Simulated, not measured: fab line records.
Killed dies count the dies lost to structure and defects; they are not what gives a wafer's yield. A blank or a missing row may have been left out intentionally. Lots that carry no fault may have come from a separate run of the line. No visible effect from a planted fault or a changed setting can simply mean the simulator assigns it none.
fab line records -- flow nand_harc
record: lots: 6, wafers: 18, last_day: 32
route steps=1302 shown P_M1@297
lots with no fault: from the same line, run without faults
start_h: the number of hours between the record's first day and the start of the first shown wafer of the lot -- wait_h: hours since the lot's step before -- " repeats the value in the row above -- L1.1+2: several wafers, shown together as one row -- - no value, or no start given -- * or withheld: withheld -- < > ~ a bound
route shown NAME@n: names a module that has steps shown in the file, with the first one's number in the route -- usual: mean/standard deviation of fault-free wafers -- same: alike in all rows -- chamber/n: place in a boat -- sites: the reading at each site -- _std_site: their standard deviation -- _edge_site: inner sites' mean taken away from outer sites' mean -- radius_mm: how far each site lies from the wafer's centre -- mask NAME#n: copy n -- behind: the tool/chamber that last shaped the wafer -- hold: why the lot went on hold/how many hours it stayed there/how the hold came to an end -- device: names the non-switching transistor (n, p or np) -- end of line: tests run on the same wafers once the route is complete -- a step with no rows: only its recipe -- killed: not the wafer's yield, but the dies lost to structure and defects at the first sort -- map: a wafer's dies, x killed, . not, _ none there
set.NAME: the setting the step ran with; set.NAME@STEP: the setting that earlier step ran with -- model.NAME: the simulator's own value behind a step, which no gauge read
lots seen at some steps along the route; tables by step, rows by wafer
services: a tool's chamber out of use, with start hour (start_h, from the record's first day; less than 0 if before it), hours out, and reason
== steps ==
step: NHARC_P_M1_INSPECT_11
usual: raw_defect_count: 4.3/2.1
lot.wafer,tool,chamber,start_h,wait_h,raw_defect_count
L950.3,defect_inspect-02,-,171.83,0.0,1
L950.4,defect_inspect-02,-,171.83,0.0,3
L950.5,defect_inspect-02,-,171.83,0.0,3
L951.1,defect_inspect-01,-,184.34,0.0,5
L951.5,defect_inspect-01,-,184.34,0.0,5
L951.6,defect_inspect-01,-,184.34,0.0,4
L959.1,defect_inspect-02,-,272.62,0.0,2
L959.2,defect_inspect-02,-,272.62,0.0,4
L959.5,defect_inspect-02,-,272.62,0.0,9
L963.1,defect_inspect-02,-,305.17,0.0,10
L963.2,defect_inspect-02,-,305.17,0.0,7
L963.3,defect_inspect-02,-,305.17,0.0,8
L965.1,defect_inspect-01,-,326.78,0.0,4
L965.3,defect_inspect-01,-,326.78,0.0,0
L965.6,defect_inspect-01,-,326.78,0.0,3
L968.4,defect_inspect-01,-,350.97,0.0,10
L968.5,defect_inspect-01,-,350.97,0.0,4
L968.6,defect_inspect-01,-,350.97,0.0,3
step: NHARC_P_M1_DESCUM_14
recipe: time_s: 3, o2_flow_sccm: 200, ar_flow_sccm: 0, bias_power_w: 0, chemistry: O2
step: NHARC_P_M1_ETCH_35
recipe: target_depth_a: 400, overetch_a: 120, time_s: 43.94, ion_energy_ev: 200, n2_flow_sccm: 150, h2_flow_sccm: 150, ar_flow_sccm: 0, rf_w: 400, bias_w: 150, chemistry: N2/H2
step: NHARC_P_M1_ETCH_15
recipe: target_depth_a: 1825, time_s: 91.2, c4f8_flow_sccm: withheld, ar_flow_sccm: 400, rf_w: 600, bias_w: 300, chemistry: C4F8/Ar
step: NHARC_P_M1_CD_MEAS_16
usual: cd_nm: 129.7/1.2
lot.wafer,tool,chamber,start_h,wait_h,cd_nm
L950.3,cd_sem-03,-,172.20,-,129.6
L950.4,cd_sem-03,-,172.20,-,130.8
L950.5,cd_sem-03,-,172.20,-,131.0
L951.1,cd_sem-03,-,184.70,-,130.1
L951.5,cd_sem-03,-,184.70,-,131.6
L951.6,cd_sem-03,-,184.70,-,129.1
L959.1,cd_sem-03,-,273.45,-,130.5
L959.2,cd_sem-03,-,273.45,-,129.0
L959.5,cd_sem-03,-,273.45,-,129.6
L963.1,cd_sem-03,-,305.53,-,128.4
L963.2,cd_sem-03,-,305.53,-,129.2
L963.3,cd_sem-03,-,305.53,-,131.3
L965.1,cd_sem-01,-,327.19,-,128.0
L965.3,cd_sem-01,-,327.19,-,128.5
L965.6,cd_sem-01,-,327.19,-,129.3
L968.4,cd_sem-01,-,351.34,-,130.0
L968.5,cd_sem-01,-,351.34,-,130.3
L968.6,cd_sem-01,-,351.34,-,128.5
step: NHARC_P_M1_STRIP_18
recipe: power_w: 1000, n2_flow_sccm: 150, h2_flow_sccm: 150, ar_flow_sccm: 0, bias_w: 0, chemistry: N2/H2
usual: drypump_motor_current_A: 5.7/0.36, oes_product_au: 0.999/0.013, rf_vpp_V: 90.6/1, showerhead_plenum_p_Torr: 2.02/0.096, throttle_valve_pct: 14.172/0.0089
same: bias_w: 0
lot.wafer,tool,chamber,start_h,wait_h,drypump_motor_current_A,oes_product_au,rf_hours_counter_h,rf_vpp_V,showerhead_plenum_p_Torr,throttle_valve_pct
L950.3,rie_diel-07,3,172.27,0.1,5.4,0.983,3,89.1,2.05,14.170
L950.4,rie_diel-07,2,172.27,0.1,6.4,0.976,4,91.2,1.96,14.179
L950.5,rie_diel-07,0,172.27,0.1,5.7,0.983,-,90.6,1.91,14.176
L951.1,rie_diel-07,3,184.78,0.1,5.4,0.991,5,90.8,2.05,14.165
L951.5,rie_diel-07,3,184.78,0.1,5.4,0.990,-,90.7,2.05,14.172
L951.6,rie_diel-07,0,184.78,0.1,5.6,1.004,-,89.6,1.91,14.171
L959.2,rie_diel-03,2,273.56,0.1,6.2,1.000,11,89.8,2.05,14.172
L959.1,rie_diel-03,3,273.56,0.1,5.8,0.996,8,89.6,2.21,14.171
L959.5,rie_diel-03,2,273.56,0.1,6.2,0.998,-,89.9,2.05,14.194
L963.2,rie_diel-03,0,305.61,0.1,5.4,1.022,1,92.3,2.14,14.181
L963.1,rie_diel-03,2,305.61,0.1,6.2,0.991,1,90.0,2.05,14.173
L963.3,rie_diel-03,3,305.61,0.1,5.8,1.007,1,90.1,2.21,14.175
L965.1,rie_diel-03,2,327.26,0.1,6.2,0.989,2,89.7,2.05,14.182
L965.3,rie_diel-03,0,327.26,0.1,5.4,1.014,2,92.2,2.14,14.162
L965.6,rie_diel-03,0,327.26,0.1,5.4,1.021,-,91.0,2.14,14.164
L968.4,rie_diel-07,1,351.49,0.1,5.6,1.001,5,90.9,1.88,14.167
L968.5,rie_diel-07,2,351.49,0.1,6.3,0.991,-,89.3,1.96,14.180
L968.6,rie_diel-07,3,351.49,0.1,5.4,0.975,-,90.6,2.05,14.164
step: NHARC_P_M1_ETCH_28
recipe: target_depth_a: 300, over_etch_frac: 0.3, time_s: 72.99, ion_energy_ev: 150, cf4_flow_sccm: 50, n2_flow_sccm: 100, ar_flow_sccm: 150, rf_w: 300, bias_w: 100, chemistry: CF4/N2
step: NHARC_P_M1_STRIP_19
recipe: time_s: 600, temp_c: 30, chemistry: post_etch_residue_remover
step: NHARC_P_M1_DEGAS_29
recipe: temp_c: 250, time_s: 60
usual: heater_power_w: 338/45
lot.wafer,tool,chamber,start_h,wait_h,heater_power_w
L950.4,pvd_sputter-01,-,172.90,-,348
L950.3,pvd_sputter-01,-,172.90,-,393
L950.5,pvd_sputter-01,-,172.90,-,332
L951.1,pvd_sputter-03,-,185.46,-,376
L951.5,pvd_sputter-03,-,185.46,-,354
L951.6,pvd_sputter-03,-,185.46,-,380
L959.1,pvd_sputter-02,-,274.24,-,323
L959.2,pvd_sputter-02,-,274.24,-,315
L959.5,pvd_sputter-02,-,274.24,-,304
L963.1,pvd_sputter-02,-,306.26,-,308
L963.3,pvd_sputter-02,-,306.26,-,452
L963.2,pvd_sputter-02,-,306.26,-,311
L965.1,pvd_sputter-03,-,327.98,-,262
L965.3,pvd_sputter-03,-,327.98,-,377
L965.6,pvd_sputter-03,-,327.98,-,368
L968.4,pvd_sputter-02,-,352.07,-,449
L968.6,pvd_sputter-02,-,352.07,-,316
L968.5,pvd_sputter-02,-,352.07,-,313
step: NHARC_P_M1_PRE_CLEAN_30
recipe: time_s: 30, temp_c: 280, gas: H2/He
usual: heater_power_w: 415/58
lot.wafer,tool,chamber,start_h,wait_h,heater_power_w
L950.4,pvd_sputter-01,-,-,-,410
L950.3,pvd_sputter-01,-,-,-,422
L950.5,pvd_sputter-01,-,-,-,469
L951.1,pvd_sputter-03,-,-,-,456
L951.6,pvd_sputter-03,-,-,-,438
L951.5,pvd_sputter-03,-,-,-,460
L959.2,pvd_sputter-02,-,-,-,367
L959.1,pvd_sputter-02,-,-,-,381
L959.5,pvd_sputter-02,-,-,-,394
L963.2,pvd_sputter-02,-,-,-,539
L963.3,pvd_sputter-02,-,-,-,384
L963.1,pvd_sputter-02,-,-,-,395
L965.3,pvd_sputter-03,-,-,-,452
L965.1,pvd_sputter-03,-,-,-,462
L965.6,pvd_sputter-03,-,-,-,433
L968.4,pvd_sputter-02,-,-,-,379
L968.6,pvd_sputter-02,-,-,-,579
L968.5,pvd_sputter-02,-,-,-,388
step: NHARC_P_M1_PVD_20
recipe: target_thk_a: 50, bias_v: 168.6, power_w: 15000, chamber_pressure_pa: 0.12, time_s: 8.06, substrate_temp_c: 50, material: TaN
step: NHARC_P_M1_PVD_21
recipe: target_thk_a: 300, chamber_pressure_pa: 5, power_w: 5000, substrate_temp_c: 30, time_s: 20.49, material: Cu
usual: throttle_valve_pct: 30.1/1.3
lot.wafer,tool,chamber,start_h,wait_h,throttle_valve_pct
L950.3,pvd_sputter-01,-,-,-,29.7
L950.4,pvd_sputter-01,-,-,-,30.7
L950.5,pvd_sputter-01,-,-,-,31.0
L951.1,pvd_sputter-03,-,-,-,28.4
L951.5,pvd_sputter-03,-,-,-,28.0
L951.6,pvd_sputter-03,-,-,-,30.9
L959.1,pvd_sputter-02,-,-,-,31.7
L959.2,pvd_sputter-02,-,-,-,30.0
L959.5,pvd_sputter-02,-,-,-,28.1
L963.2,pvd_sputter-02,-,-,-,31.5
L963.3,pvd_sputter-02,-,-,-,30.7
L963.1,pvd_sputter-02,-,-,-,28.6
L965.3,pvd_sputter-03,-,-,-,30.8
L965.1,pvd_sputter-03,-,-,-,32.6
L965.6,pvd_sputter-03,-,-,-,30.9
L968.4,pvd_sputter-02,-,-,-,29.0
L968.6,pvd_sputter-02,-,-,-,30.4
L968.5,pvd_sputter-02,-,-,-,29.1
step: NHARC_P_M1_ECD_22
recipe: target_thk_a: 4000, bath_temp_c: 25, material: Cu
usual: bath_heat_duty_pct: 6.5/0.54, bath_temp_c: 25.00/0.11
lot.wafer,tool,chamber,start_h,wait_h,bath_heat_duty_pct,bath_temp_c
L950.3,ecd_cu-01,1,173.38,-,7.1,25.16
L950.4,ecd_cu-01,0,173.38,-,7.4,25.06
L950.5,ecd_cu-01,0,173.38,-,6.4,24.99
L951.1,ecd_cu-02,0,185.88,-,5.8,25.02
L951.6,ecd_cu-02,1,185.88,-,6.9,25.03
L951.5,ecd_cu-02,0,185.88,-,6.3,25.03
L959.1,ecd_cu-02,0,274.59,-,6.1,24.92
L959.2,ecd_cu-02,1,274.59,-,6.3,25.02
L959.5,ecd_cu-02,1,274.59,-,6.8,25.16
L963.1,ecd_cu-01,1,306.63,-,6.0,25.20
L963.2,ecd_cu-01,0,306.63,-,5.6,25.11
L963.3,ecd_cu-01,1,306.63,-,6.4,25.28
L965.1,ecd_cu-01,1,328.38,-,6.3,24.91
L965.3,ecd_cu-01,0,328.38,-,6.2,24.99
L965.6,ecd_cu-01,0,328.38,-,5.6,24.96
L968.4,ecd_cu-02,1,352.51,-,7.2,24.99
L968.6,ecd_cu-02,1,352.51,-,7.1,24.99
L968.5,ecd_cu-02,0,352.51,-,6.6,25.00
step: NHARC_P_M1_ANNEAL_31
recipe: temp_c: 225, time_s: 90
usual: anneal_temp_c: 224.99/0.16, wafer_temp_C_max: 225.70/0.23
lot.wafer,tool,chamber,start_h,wait_h,anneal_temp_c,wafer_temp_C_max
L950.3,rtp_anneal-01,0,173.77,0.3,225.08,225.92
L950.4,rtp_anneal-01,0,173.77,0.3,224.81,225.87
L950.5,rtp_anneal-01,0,173.77,0.3,224.92,225.65
L951.1,rtp_anneal-01,0,186.21,0.3,225.26,225.98
L951.5,rtp_anneal-01,0,186.21,0.3,225.12,225.66
L951.6,rtp_anneal-01,0,186.21,0.3,225.29,225.56
L959.1,rtp_anneal-02,0,274.96,-,225.10,225.54
L959.2,rtp_anneal-02,0,274.96,-,225.11,225.41
L959.5,rtp_anneal-02,0,274.96,-,225.13,225.45
L963.1,rtp_anneal-02,0,307.00,-,225.13,225.97
L963.2,rtp_anneal-02,0,307.00,-,224.93,225.79
L963.3,rtp_anneal-02,0,307.00,-,224.96,225.87
L965.1,rtp_anneal-01,0,328.70,0.3,225.03,225.34
L965.3,rtp_anneal-01,0,328.70,0.3,225.09,225.51
L965.6,rtp_anneal-01,0,328.70,0.3,224.81,225.51
L968.4,rtp_anneal-01,0,352.94,-,225.02,225.42
L968.5,rtp_anneal-01,0,352.94,-,225.16,225.90
L968.6,rtp_anneal-01,0,352.94,-,224.93,225.66
step: NHARC_P_M1_CMP_23
recipe: t_overpolish_s: 20, target_thk_nm: 157.82
usual: motor_current_A: 12.4/1.1, time_to_endpoint_s: 27/3.6
same: t_overpolish_s: 20
lot.wafer,tool,chamber,start_h,wait_h,motor_current_A,time_to_endpoint_s
L950.4,cmp-02,2,174.04,-,11.8,25
L950.3,cmp-02,3,174.04,-,13.5,27
L950.5,cmp-02,2,174.04,-,12.0,24
L951.1,cmp-04,0,186.64,-,11.3,34
L951.6,cmp-04,1,186.64,-,12.5,26
L951.5,cmp-04,2,186.64,-,12.0,28
L959.1,cmp-04,1,275.31,-,11.6,23
L959.2,cmp-04,3,275.31,-,14.6,24
L959.5,cmp-04,2,275.31,-,12.2,27
L963.3,cmp-02,0,307.34,-,12.2,3
L963.2,cmp-02,2,307.34,-,12.2,24
L963.1,cmp-02,3,307.34,-,13.1,5
L965.1,cmp-03,3,329.05,-,13.4,10
L965.3,cmp-03,1,329.05,-,10.3,25
L965.6,cmp-03,0,329.05,-,12.1,27
L968.4,cmp-04,0,353.18,-,11.9,36
L968.5,cmp-04,2,353.18,-,12.4,31
L968.6,cmp-04,3,353.18,-,14.5,28
step: NHARC_P_M1_THK_MEAS_24
recipe: thk_meas_gauge: xrf
usual: thk_nm: 157.3/1.7
lot.wafer,tool,chamber,start_h,wait_h,thk_nm
L950.3,film_metro-02,-,174.33,-,156.2
L950.4,film_metro-02,-,174.33,-,155.1
L950.5,film_metro-02,-,174.33,-,155.9
L951.1,film_metro-02,-,186.87,-,160.3
L951.5,film_metro-02,-,186.87,-,160.0
L951.6,film_metro-02,-,186.87,-,157.9
L959.1,film_metro-01,-,275.63,-,158.0
L959.2,film_metro-01,-,275.63,-,159.5
L959.5,film_metro-01,-,275.63,-,158.6
L963.1,film_metro-01,-,307.66,-,112.3
L963.2,film_metro-01,-,307.66,-,157.1
L963.3,film_metro-01,-,307.66,-,115.0
L965.1,film_metro-02,-,329.37,-,121.6
L965.3,film_metro-02,-,329.37,-,160.8
L965.6,film_metro-02,-,329.37,-,157.4
L968.4,film_metro-02,-,353.44,-,157.9
L968.5,film_metro-02,-,353.44,-,157.6
L968.6,film_metro-02,-,353.44,-,158.0
step: NHARC_P_M1_SRD_25
== services ==
tool,chamber,start_h,hours,kind
ecd_cu-01,-,160.00,8.0,pm
rie_diel-03,0,167.50,3.0,repair
pvd_sputter-03,-,170.00,10.0,pm
cmp-02,-,171.70,1.3,repair
pvd_sputter-03,-,207.45,4.8,repair
rie_diel-03,3,208.75,21.2,repair
cmp-04,-,209.00,4.0,pm
cmp-04,-,216.19,0.8,repair
cmp-02,-,218.02,3.6,repair
pvd_sputter-01,-,226.00,10.0,pm
cmp-02,-,237.82,4.0,pm
rie_diel-07,1,240.25,22.2,repair
ecd_cu-02,-,244.21,8.0,pm
pvd_sputter-02,-,248.26,4.3,repair
rie_diel-03,-,250.18,1.0,repair
cmp-02,-,264.65,0.6,repair
rie_diel-03,0,271.41,5.2,repair
rie_diel-03,-,281.30,9.0,pm
pvd_sputter-02,-,283.59,10.0,pm
rie_diel-07,-,294.20,9.0,pm
cmp-04,-,307.00,4.0,pm
rie_diel-03,3,320.88,14.5,repair
ecd_cu-01,-,336.00,8.0,pm
pvd_sputter-03,-,348.00,10.0,pm
== key ==
first_sign: step: NHARC_P_M1_CMP_23, reading: time_to_endpoint_s, direction: down, sigmas: 5.9, usual: *, struck: *
effect: step: NHARC_P_M1_THK_MEAS_24, reading: thk_nm, direction: down, sigmas: 25, usual: 157.3, struck: 116.3
met_at NHARC_P_M1_ECD_22
struck_wafers L963.1,L963.3,L965.1
later_rows_left_out L963.1,L963.3,L965.1
sort_left_out L963.1,L963.3,L965.1
onset_between 173.38 306.63
fault: kind: process_parameter_drift, tool: ecd_cu-01, chamber: 1, onset_h: 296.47, steps: NHARC_P_M1_ECD_22, channel: target_thk_a, offset: *, shape: step, end_h: 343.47, acts_in: *, stated: *
sort_left_out: the simulated sort isn't trusted on such a fault, so these wafers' sort isn't shown, and their yield isn't known
later_rows_left_out: the simulator's readings of these wafers behind a module that went badly wrong aren't trusted and aren't shown, but for the sort
